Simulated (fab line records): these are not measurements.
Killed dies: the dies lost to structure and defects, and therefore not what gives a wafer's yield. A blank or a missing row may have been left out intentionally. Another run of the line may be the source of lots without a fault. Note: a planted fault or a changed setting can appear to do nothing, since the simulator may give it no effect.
A struck lot beside a sound one + flow n5-finfet + 16 steps out of a route of 1938
Sound: these wafers, L889.1, L889.3, L889.5. Struck: wafer L894.6 (left out: L894.3, a lot-mate that was not struck); the cause follows at the end.
Each step with rows lists, per side, the tool, then ch with its chambers, then its first start. Under that, the readings that differ: sound wafers + struck wafers + difference of the means + sigmas: that difference in standard deviations of wafers without a fault.
alike: readings whose means differ by less than 2 such deviations, and words and numbers that are the same on both sides. not compared: withheld readings, readings that some wafer has no value for, bounds like >300 that may hide the same value, and numbers for which the record gives no deviation and whose values overlap.
The two part at a step that has a row with sigmas, a row that says differs or no value, or rows on one side only. Non-overlapping numbers with no deviation appear without sigmas and do not part them. A reading missing from all wafers of one side parts the sides only when that side holds two or more wafers.

N5_FIN_CUT_CD_MEAS_08: target cd 29.1 nm.
  sound on cd-sem-02 ch 0, day 3 02:53; struck on cd-sem-03 ch 0, day 4 09:01
| reading    | sound             | struck | difference | sigmas |
|------------|-------------------|--------|------------|--------|
| cd-nm (nm) | 28.91 29.29 29.35 | 28.44  | -0.74      | -3     |
N5_FIN_CUT_OVL_MEAS_09:
  sound on overlay-01 ch 0, day 3 02:55; struck on overlay-01 ch 0, day 4 09:04
  alike: FIN_CUT_OVL
N5_FIN_CUT_INSPECT_10: inspects for defects (brightfield).
  sound on defect-inspect-01 at day 3 02:58; struck on defect-inspect-02 at day 4 09:06
  alike: raw-defect-count
N5_FIN_CUT_DESCUM_13: chemistry O2, time 7 s.
  sound on rie-diel-01 ch 0,1, day 3 03:00; struck on rie-diel-03 ch 3, day 4 09:10
  alike: drypump-motor-current-A, oes-product-au, rf-vpp-V, showerhead-plenum-p-Torr, throttle-valve-pct
  not compared: rf-hours-counter-h
N5_FIN_CUT_ETCH_30: etches underlayer in N2/H2, target depth 13 nm, time 10.4 s.
  sound on rie-diel-01 ch 0,1, day 3 03:02; struck on rie-diel-03 ch 3, day 4 09:11
  alike: drypump-motor-current-A, etch-rf-on-time-s, oes-product-au, rf-vpp-V, showerhead-plenum-p-Torr, throttle-valve-pct
  not compared: rf-hours-counter-h
then, 4 steps without rows for these wafers: N5_FIN_CUT_ETCH_20 (etches SiARC in CF4, target depth 26 nm, time 43.3 s); N5_FIN_CUT_ETCH_21 (etches SOC in N2/H2, target depth 219 nm, overetch 43.8 nm, time 523.5 s); N5_FIN_CUT_STRIP_23 (strips in N2/H2); N5_FIN_CUT_STRIP_31 (strips in N2/H2).
N5_FIN_CUT_STRIP_24: strips in CF4.
  sound on rie-diel-01 ch 0,1, day 3 03:25; struck on rie-diel-03 ch 3, day 4 09:34
  alike: drypump-motor-current-A, oes-product-au, rf-vpp-V, showerhead-plenum-p-Torr, throttle-valve-pct
  not compared: rf-hours-counter-h
N5_FIN_CUT_CUT_ETCH_26: etches SiNx in CH3F/O2, target depth 39 nm, time 55.7 s.
  sound on rie-diel-01 ch 0,1, day 3 03:26; struck on rie-diel-03 ch 3, day 4 09:35
  alike: drypump-motor-current-A, oes-product-au, rf-vpp-V, showerhead-plenum-p-Torr, throttle-valve-pct
  not compared: rf-hours-counter-h
N5_FIN_CUT_CUT_ETCH_27: etches SiO2 in CHF3/O2, target depth 4 nm, overetch 2 nm, time 4.9 s.
  sound on rie-diel-01 ch 0,1, day 3 03:29; struck on rie-diel-03 ch 3, day 4 09:38
  alike: drypump-motor-current-A, oes-product-au, rf-vpp-V, showerhead-plenum-p-Torr, throttle-valve-pct
  not compared: rf-hours-counter-h
N5_FIN_CUT_PRECLEAN_35: cleans in vHF, time 13.3 s.
  sound on vapor-etch-01 ch 0,1, day 3 03:33; struck on vapor-etch-01 ch 1, day 4 09:44
| reading    | sound          | struck | difference | sigmas |
|------------|----------------|--------|------------|--------|
| time-s (s) | 13.3 13.3 13.3 | 11.168 | -2.132     |        |
  alike: drypump-motor-current-A
then, 1 step without rows for these wafers: N5_FIN_CUT_CUT_ETCH_15 (etches Si in HBr/Cl2/O2, target depth 100 nm, bt time 10 s, time 42.4 s).
-- here the record skips 7 days between the struck wafers' starts before and after, leaving off in module FIN_CUT and picking up in module BEOL_M4 (first step shown: number 1111 of the route) --
N5_BEOL_M4_RC_MEAS_101:
  sound on prober-02 ch 0, day 8 23:00; struck on prober-02 ch 0, day 11 02:47
  alike: DIBL_N, DIBL_P, IOFF_N, IOFF_P, ION_N, ION_P, SS_N, SS_P, VT_N, VT_P
following that, these wafers have no rows for 1 step: N5_PASSIVATION_PROBE_49.

## WHERE THEY PART
Only at N5_FIN_CUT_CD_MEAS_08, as far as this record shows. Later steps at which nothing parts them and some readings are alike: N5_FIN_CUT_OVL_MEAS_09, N5_FIN_CUT_INSPECT_10, N5_FIN_CUT_DESCUM_13, N5_FIN_CUT_ETCH_30, N5_FIN_CUT_STRIP_24, N5_FIN_CUT_CUT_ETCH_26, N5_FIN_CUT_CUT_ETCH_27, N5_FIN_CUT_PRECLEAN_35, N5_BEOL_M4_RC_MEAS_101.

WHY: what the simulator had put in
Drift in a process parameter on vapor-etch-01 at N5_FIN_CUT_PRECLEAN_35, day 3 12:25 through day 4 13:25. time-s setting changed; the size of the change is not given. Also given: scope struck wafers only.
